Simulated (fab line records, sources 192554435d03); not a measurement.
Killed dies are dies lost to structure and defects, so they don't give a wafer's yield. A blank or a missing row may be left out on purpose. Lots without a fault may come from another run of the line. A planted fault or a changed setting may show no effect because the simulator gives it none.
Which tool did it? | flow n5_finfet | 12 lots, 36 wafers sampled, at 5 steps of a route of 1938

WHAT THE GAUGES READ, wafer by wafer
N5_BEOL_M15_RS_MEAS_54: measures by four-point-probe.
lot  | measured     | on            | M15_RS (ohm/sq)
L074 | day 13 02:04 | film_metro-02 | 0.0210 0.0213 0.0215
L077 | day 13 13:22 | film_metro-01 | 0.0222 0.0215 0.0215
L078 | day 13 20:22 | film_metro-01 | 0.0217 0.0212 0.0214
L083 | day 14 01:43 | film_metro-02 | 0.0211 0.0209 0.0218
L084 | day 15 06:10 | film_metro-02 | 0.0212 0.0219 0.0218
L088 | day 15 10:36 | film_metro-02 | 0.0218 0.0211 0.0219
L086 | day 15 21:40 | film_metro-02 | 0.0217 0.0205 0.0210
L089 | day 16 09:45 | film_metro-02 | 0.0215 0.0216 0.0211
L090 | day 16 19:08 | film_metro-02 | 0.0224 0.0212 0.0214
L093 | day 17 02:46 | film_metro-01 | 0.0214 0.0216 0.0218
L095 | day 17 17:46 | film_metro-02 | 0.0218 0.0212 0.0217
L097 | day 18 15:53 | film_metro-02 | 0.0216 0.0221 0.0219

WHICH TOOL RAN EACH LOT (tool, then ch and the chambers of the sampled wafers, then the start)
lot  | N5_BEOL_M14_ETCH_38                           | N5_BEOL_M14_DEGAS_41         | N5_BEOL_M15_VIA_ETCH_16            | N5_BEOL_M15_DEGAS_41
L074 | rie_diel-03 ch 0,1,3, day 12 17:07 or earlier | pvd_sputter-02, day 12 17:07 | rie_diel-02 ch 0,1, day 12 19:26   | pvd_sputter-03, day 13 00:44
L077 | rie_diel-03 ch 2,3, day 13 01:53 or earlier   | pvd_sputter-03, day 13 01:53 | rie_diel-05 ch 1,2,3, day 13 05:25 | pvd_sputter-02, day 13 12:01
L078 | rie_diel-06 ch 1,2, day 13 07:59 or earlier   | pvd_sputter-01, day 13 07:59 | rie_diel-02 ch 0,1,3, day 13 10:32 | pvd_sputter-03, day 13 19:03
L083 | rie_diel-01 ch 0,1,3, day 13 16:50 or earlier | pvd_sputter-02, day 13 16:50 | rie_diel-05 ch 0,1, day 13 18:53   | pvd_sputter-02, day 14 00:22
L084 | rie_diel-01 ch 0,1,2, day 14 22:12 or earlier | pvd_sputter-03, day 14 22:12 | rie_diel-02 ch 0,1, day 15 00:34   | pvd_sputter-03, day 15 04:51
L088 | rie_diel-01 ch 1,2, day 15 01:08 or earlier   | pvd_sputter-02, day 15 01:08 | rie_diel-04 ch 1,2,3, day 15 03:20 | pvd_sputter-03, day 15 09:17
L086 | rie_diel-01 ch 1,2, day 15 14:52 or earlier   | pvd_sputter-02, day 15 14:52 | rie_diel-04 ch 1,2, day 15 17:02   | pvd_sputter-02, day 15 19:44
L089 | rie_diel-03 ch 0,3, day 16 02:13 or earlier   | pvd_sputter-02, day 16 02:13 | rie_diel-05 ch 1,2,3, day 16 04:23 | pvd_sputter-03, day 16 08:16
L090 | rie_diel-03 ch 0,1,2, day 16 08:38 or earlier | pvd_sputter-03, day 16 08:38 | rie_diel-04 ch 0,1,3, day 16 11:11 | pvd_sputter-02, day 16 17:49
L093 | rie_diel-06 ch 0,1,3, day 16 20:51 or earlier | pvd_sputter-01, day 16 20:51 | rie_diel-05 ch 2,3, day 16 22:55   | pvd_sputter-02, day 17 01:27
L095 | rie_diel-01 ch 1,2, day 17 07:08 or earlier   | pvd_sputter-02, day 17 07:08 | rie_diel-04 ch 1,2,3, day 17 09:32 | pvd_sputter-01, day 17 16:26
L097 | rie_diel-01 ch 1,3, day 18 08:04 or earlier   | pvd_sputter-03, day 18 08:04 | rie_diel-05 ch 0,1, day 18 12:13   | pvd_sputter-01, day 18 14:28
- N5_BEOL_M14_ETCH_38: etches SiCN in CF4/N2, target depth 106.5 nm, time 120.6 s.
- N5_BEOL_M14_DEGAS_41: time 60 s.
- N5_BEOL_M15_VIA_ETCH_16: etches SiO2 in C4F8/O2/Ar, target depth 1792.2 nm.
- N5_BEOL_M15_DEGAS_41: time 60 s.

THE ANSWER, worked out from the rows above alone
Rule: what is usual is taken from the lots themselves. Put in order of their means at a reading, lots are off if they are a third of the lots or fewer, leave a main group of 4 or more, and stand apart from it by a gap of 3 or more times the standard deviation of the main group's means; of several such gaps the widest counts. A main group whose means are all the same, to the digits that the tables above print for the reading, isn't used. A lot without any number at a reading at which 4 lots or more have one is off too. The other lots that the step has rows for count as sound.
No lot is off at any reading shown: from this, nothing can be told.

WHAT THE SIMULATOR HAD PUT IN
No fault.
